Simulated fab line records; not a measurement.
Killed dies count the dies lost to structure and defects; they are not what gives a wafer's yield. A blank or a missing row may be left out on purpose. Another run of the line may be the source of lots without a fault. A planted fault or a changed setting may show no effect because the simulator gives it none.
3 desks looking at one fault || flow n5 finfet || each desk holds nothing but its own numbers, with what lay behind them at the end

== THE TOOL OWNER'S DESK: cmp-02 ==
The tool's own readings at N5_BEOL_M5_CMP_52 (polishes, stops on SiCOH lowk, t overpolish 6.9 s, target thk 62 nm): means of the sampled wafers that have a number, for each lot that ran on this tool. Any lot whose mean is over 4 standard deviations away from the usual mean is out of limits and marked OUT; that distance is given in the brackets.
Columns: A = barrier field endpoint s at N5_BEOL_M5_CMP_52, usual 24.7 s; B = motor current A at N5_BEOL_M5_CMP_52, usual 6.2 A; C = overpolish run s at N5_BEOL_M5_CMP_52, usual 6.900 s; D = time to endpoint s at N5_BEOL_M5_CMP_52, usual 62 s
{"lot": "L339", "first seen here": "day 11 12:55", "A": 24.4, "B": 5.7, "C": 6.897, "D": 64}
{"lot": "L343", "first seen here": "day 12 07:12", "A": 25.0, "B": 5.8, "C": 6.908, "D": 64}
{"lot": "L341", "first seen here": "day 12 07:32", "A": 24.4, "B": 5.8, "C": 6.901, "D": 61}
{"lot": "L353", "first seen here": "day 15 01:29", "A": "32.9 (+13) OUT", "B": 5.9, "C": "3.469 (-99 or more) OUT", "D": 71}
Finding of this desk: L353 out of limits; the first was L353 at day 15 01:29, on barrier field endpoint s at N5_BEOL_M5_CMP_52. Within limits: L339, L343, L341.

== METROLOGY DESK ==
What the gauges read, lot by lot, whatever tool the lot ran on: means of the sampled wafers that have a number. Any lot whose mean is over 4 standard deviations away from the usual mean is out of limits and marked OUT; that distance is given in the brackets. It has 11 readings, of which 7 appear: the earliest out of limits, and the ones furthest out on some lot.
Columns: A = DIBL_N at N5_BEOL_M4_RC_MEAS_101, usual 36.5 mV/V; B = DIBL_P at N5_BEOL_M4_RC_MEAS_101, usual 36.5 mV/V; C = IOFF_N at N5_BEOL_M4_RC_MEAS_101, usual 0.162 nA/um; D = IOFF_P at N5_BEOL_M4_RC_MEAS_101, usual 0.221 nA/um; E = SS_N at N5_BEOL_M4_RC_MEAS_101, usual 71.6 mV/dec; F = SS_P at N5_BEOL_M4_RC_MEAS_101, usual 73.3 mV/dec; G = M5_THK at N5_BEOL_M5_THK_MEAS_53, usual 62.3 nm
{"lot": "L339", "first seen here": "day 11 01:40", "A": 36.8, "B": 39.3, "C": 0.195, "D": 0.241, "E": 71.4, "F": 74.0, "G": 63.7}
{"lot": "L341", "first seen here": "day 11 17:19", "A": 35.2, "B": 35.5, "C": 0.145, "D": 0.194, "E": 71.7, "F": 73.1, "G": 60.1}
{"lot": "L343", "first seen here": "day 11 17:20", "A": 35.7, "B": 35.9, "C": 0.150, "D": 0.203, "E": 71.4, "F": 73.1, "G": 64.1}
{"lot": "L345", "first seen here": "day 12 02:00", "A": 36.8, "B": 37.4, "C": 0.171, "D": 0.231, "E": 71.9, "F": 73.6, "G": 61.8}
{"lot": "L350", "first seen here": "day 14 00:28", "A": 35.6, "B": 35.1, "C": 0.143, "D": 0.183, "E": 71.6, "F": 72.8, "G": 60.6}
{"lot": "L353", "first seen here": "day 14 11:44", "A": 35.8, "B": 38.5, "C": 0.179, "D": 0.243, "E": 72.3, "F": 73.2, "G": "129.2 (+42) OUT"}
{"lot": "L354", "first seen here": "day 14 12:09", "A": 37.9, "B": 37.9, "C": 0.201, "D": 0.278, "E": 71.8, "F": 73.5, "G": 63.9}
{"lot": "L356", "first seen here": "day 16 01:32", "A": 36.7, "B": 36.0, "C": 0.147, "D": 0.196, "E": 71.7, "F": 73.1, "G": 62.5}
{"lot": "L358", "first seen here": "day 16 07:52", "A": 38.3, "B": 38.0, "C": 0.186, "D": 0.247, "E": 72.2, "F": 74.3, "G": 60.6}
This desk's result: L353 out of limits, first on L353 (M5_THK at N5_BEOL_M5_THK_MEAS_53), day 15 01:47. Within limits: L339, L341, L343, L345, L350, L354, L356, L358.

== THE DEFECT DESK ==
Per lot, the means of the sampled wafers with a number show what the inspections along the route counted. Any lot whose mean is over 4 standard deviations away from the usual mean is out of limits and marked OUT; that distance is given in the brackets.
Columns: A = raw defect count at N5_BEOL_M5_INSPECT_58, usual 69
{"lot": "L339", "first seen here": "day 11 13:30", "A": 42}
{"lot": "L343", "first seen here": "day 12 07:44", "A": 91}
{"lot": "L341", "first seen here": "day 12 08:19", "A": 64}
{"lot": "L345", "first seen here": "day 12 13:18", "A": 70}
{"lot": "L350", "first seen here": "day 14 11:43", "A": 58}
{"lot": "L354", "first seen here": "day 15 01:57", "A": 61}
{"lot": "L353", "first seen here": "day 15 02:04", "A": "978 (+36) OUT"}
{"lot": "L356", "first seen here": "day 16 15:38", "A": 65}
{"lot": "L358", "first seen here": "day 16 20:13", "A": 47}
Finding of this desk: L353 out of limits; the first was L353 at day 15 02:04, on raw defect count at N5_BEOL_M5_INSPECT_58. Within limits: L339, L343, L341, L345, L350, L354, L356, L358.

== TAKEN TOGETHER ==
The tool owner's desk could have raised an alarm at day 15 01:29, on L353.
Metrology desk: alarm possible at day 15 01:47 on L353.
The defect desk could have raised an alarm at day 15 02:04, on L353.
On cmp-02, each named lot ran N5_BEOL_M5_CMP_52.

== WHAT THE SIMULATOR HAD PUT IN ==
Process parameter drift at N5_BEOL_M5_CMP_52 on cmp-02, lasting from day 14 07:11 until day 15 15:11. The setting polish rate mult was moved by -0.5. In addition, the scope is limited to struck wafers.
Struck lots among those shown: L353.
Hours from the fault's start to each desk's first reading out of limits: the tool owner's desk, 18; the metrology desk, 19; the defect desk, 19.
